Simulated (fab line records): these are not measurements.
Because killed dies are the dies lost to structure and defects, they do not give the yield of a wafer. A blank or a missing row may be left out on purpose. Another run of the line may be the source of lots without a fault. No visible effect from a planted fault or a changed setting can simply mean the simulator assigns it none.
Chamber matching || flow n5 finfet || N5_FIN_CUT_ETCH_21 on rie diel-05: 4 sister chambers
The step etches SOC in N2/H2, target depth 219 nm, overetch 43.8 nm, time 523.5 s. 4 wafers are shown with their chamber, then 7 later ones without.

== WAFERS, EACH WITH ITS CHAMBER ==
{"wafer": "L077.5", "chamber": 1, "throttle valve pct (%)": 17.91}
{"wafer": "L082.5", "chamber": 3, "throttle valve pct (%)": 18.03}
{"wafer": "L087.2", "chamber": 2, "throttle valve pct (%)": 17.64}
{"wafer": "L087.3", "chamber": 0, "throttle valve pct (%)": 17.83}

== WAFERS WITHOUT THEIR CHAMBER ==
{"wafer": "L087.5", "throttle valve pct (%)": 18.03}
{"wafer": "L088.1", "throttle valve pct (%)": 18.04}
{"wafer": "L088.3", "throttle valve pct (%)": 17.94}
{"wafer": "L088.5", "throttle valve pct (%)": 17.82}
{"wafer": "L090.1", "throttle valve pct (%)": 17.95}
{"wafer": "L090.3", "throttle valve pct (%)": 18.05}
{"wafer": "L090.4", "throttle valve pct (%)": 17.83}

== WHICH CHAMBER EACH ONE RAN IN ==
{"wafer": "L087.5", "from the rows above": 3, "in truth": 3}
{"wafer": "L088.1", "from the rows above": 3, "in truth": 3}
{"wafer": "L088.3", "from the rows above": 1, "in truth": 1}
{"wafer": "L088.5", "from the rows above": 0, "in truth": 0}
{"wafer": "L090.1", "from the rows above": "can't be placed: 1 or 3", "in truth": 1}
{"wafer": "L090.3", "from the rows above": 3, "in truth": 3}
{"wafer": "L090.4", "from the rows above": 0, "in truth": 0}
Placed correctly: 6 of 7. From these rows, 1 cannot be placed; in 1 the true chamber is one of the candidates. Number placed wrongly: 0.
How it was worked out, from the rows above alone: a wafer's distance from a chamber is the root of the sum, over the readings, of the square of ((its reading less the chamber's mean) divided by the reading's scatter). If the next closest chamber is less than 2 further off than the closest, the wafer can't be placed; otherwise it belongs to the closest. A chamber's mean is the mean of its shown wafers. The scatter: with one shown wafer a chamber, the root of the mean of the squares of how far each hidden wafer lies from its nearest shown one.
